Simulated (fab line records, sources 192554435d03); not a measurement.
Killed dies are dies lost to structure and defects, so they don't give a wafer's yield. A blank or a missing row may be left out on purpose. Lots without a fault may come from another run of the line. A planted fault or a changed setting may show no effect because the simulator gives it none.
Chamber matching | flow n5_finfet | N5_BEOL_M12_ETCH_67 on rie_diel-03: 4 sister chambers
The step etches SiARC in CF4, target depth 143 nm, time 238.3 s. 4 wafers are shown with their chamber, then 7 later ones without.

WAFERS WITH THEIR CHAMBER
wafer  | chamber | drypump_motor_current_A (A)
L074.2 | 3       | 5.89
L085.2 | 0       | 5.43
L086.1 | 1       | 5.94
L086.2 | 2       | 6.07

WAFERS WITHOUT THEIR CHAMBER
wafer  | drypump_motor_current_A (A)
L086.4 | 5.88
L090.1 | 6.09
L090.2 | 5.93
L090.4 | 5.47
L091.2 | 6.07
L091.3 | 5.95
L091.5 | 5.40

WHICH CHAMBER EACH WENT THROUGH
wafer  | from the rows above     | in truth
L086.4 | 3                       | 3
L090.1 | 2                       | 2
L090.2 | can't be placed: 1 or 3 | 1
L090.4 | 0                       | 0
L091.2 | 2                       | 2
L091.3 | 1                       | 1
L091.5 | 0                       | 0
Placed correctly: 6 of 7. Can't be placed from these rows: 1 (the true chamber is among the candidates in 1). Placed wrongly: 0.
How it was worked out, from the rows above alone: a wafer's distance from a chamber is the root of the sum, over the readings, of the square of ((its reading less the chamber's mean) divided by the reading's scatter). The wafer belongs to the nearest chamber; if the next one is less than 2 further off, it can't be placed. A chamber's mean is the mean of its shown wafers. The scatter: with one shown wafer a chamber, the root of the mean of the squares of how far each hidden wafer lies from its nearest shown one.
